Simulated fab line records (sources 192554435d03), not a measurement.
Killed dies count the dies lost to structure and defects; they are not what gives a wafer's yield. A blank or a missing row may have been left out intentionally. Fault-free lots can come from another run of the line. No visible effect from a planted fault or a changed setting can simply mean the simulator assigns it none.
Lot-split experiment | flow n5Finfet | 21 wafers read across 7 lots, on a route 1938 steps long

THE SPLIT
At N5_BEOL_M4_TRENCH_ETCH_37 (etches SiOC in C4F6/O2, target depth 55.555 nm, time 29.2 s), the setting sourceW was moved away from the recipe's 355 W on 4 of the 21 wafers read, by -17.3% to +15.0%. For the rest of the wafers, this setting stayed at what the recipe calls for.

The split's own step is where the reading is taken.

THE READING
rfVppV, in V, at N5_BEOL_M4_TRENCH_ETCH_37 (etches SiOC in C4F6/O2, target depth 55.555 nm, time 29.2 s). Fault-free wafers of this fab line usually give 666 V, standard deviation 7.6 V.

wafer  | tool, chamber at the split | sourceW as run, W | against the recipe | rfVppV, V | against lot-mates on the recipe
L074.1 | rieDiel-01, 3              | 355               | recipe             | 662       | -
L074.5 | rieDiel-01, 0              | 355               | recipe             | 681       | -
L074.6 | rieDiel-01, 3              | 355               | recipe             | 662       | -
L076.4 | rieDiel-03, 0              | 355               | recipe             | 657       | -
L076.5 | rieDiel-03, 3              | 321.2             | -9.5%              | 709       | +52
L076.6 | rieDiel-03, 2              | 321.2             | -9.5%              | 699       | +42
L081.3 | rieDiel-01, 0              | 355               | recipe             | 680       | -
L081.5 | rieDiel-01, 3              | 293.6             | -17.3%             | 729       | +49
L081.6 | rieDiel-01, 0              | 355               | recipe             | 680       | -
L086.1 | rieDiel-01, 3              | 355               | recipe             | 661       | -
L086.3 | rieDiel-01, 2              | 355               | recipe             | 668       | -
L086.6 | rieDiel-01, 0              | 355               | recipe             | 679       | -
L089.1 | rieDiel-04, 3              | 355               | recipe             | 655       | -
L089.2 | rieDiel-04, 2              | 355               | recipe             | 653       | -
L089.4 | rieDiel-04, 1              | 355               | recipe             | 668       | -
L090.1 | rieDiel-03, 2              | 355               | recipe             | 663       | -
L090.3 | rieDiel-03, 3              | 355               | recipe             | 675       | -
L090.5 | rieDiel-03, 2              | 408.3             | +15.0%             | 618       | -51
L091.2 | rieDiel-01, 3              | 355               | recipe             | 661       | -
L091.4 | rieDiel-01, 1              | 355               | recipe             | 664       | -
L091.5 | rieDiel-01, 0              | 355               | recipe             | 680       | -

FIT RESULTS
A straight line over all 21 wafers: rfVppV changes by -3.53 V for each +1% of sourceW; r = -0.92; the points scatter about the line by 9.1 V.
The same after taking each lot's own level away (the mean of its wafers on the recipe; 21 wafers): -3.53 V for each +1%; r = -0.93; scatter 8.5 V.
The reading moves by 61 V for the largest change in sourceW, on that fit.
Measured against the standard deviation above, the lots' own levels, which go from 657.0 to 680.0 V, span 3.0 times it.
The two slopes agree, so the slope changes little with the lot-to-lot level.
Check: with one of the wafers moved furthest among these (-17.3%) left out of the fit, the line predicts +71.7 V for it against its lot-mates. Against them it came out at +49 V.
Tool readings at the split's step, against how far the setting was moved: rfVppV r = -0.92.

THESE WAFERS: OTHER SPLITS
Other splits were also applied to these wafers ahead of the reading. Each is held against what the fit with the lots' levels taken away leaves over:
other split on the same wafers         | wafers away from the commonest value | r with rfVppV (lot level and that fit taken away)
N5_MOL_CONTACT_COAG_CVD_140 targetThkA | 4                                    | -0.11
N5_BEOL_M0_SAQP_PECVD_96 timeS         | 2                                    | +0.21
N5_BEOL_M0_ETCH_109 biasW              | 7                                    | +0.03
N5_BEOL_M1_EXPOSE_08 doseMj            | 3                                    | -0.39
N5_BEOL_M1_ETCH_64 sourceW             | 6                                    | +0.27
N5_BEOL_M3_EXPOSE_25 doseMj            | 9                                    | +0.41
N5_BEOL_M3_SPUTTER_86 timeS            | 5                                    | -0.14
N5_BEOL_M4_ETCH_70 timeS               | 5                                    | +0.20

THE FILE'S OWN FIT
rfVppV changes by -3.33 V for each +1% of sourceW, r = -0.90.
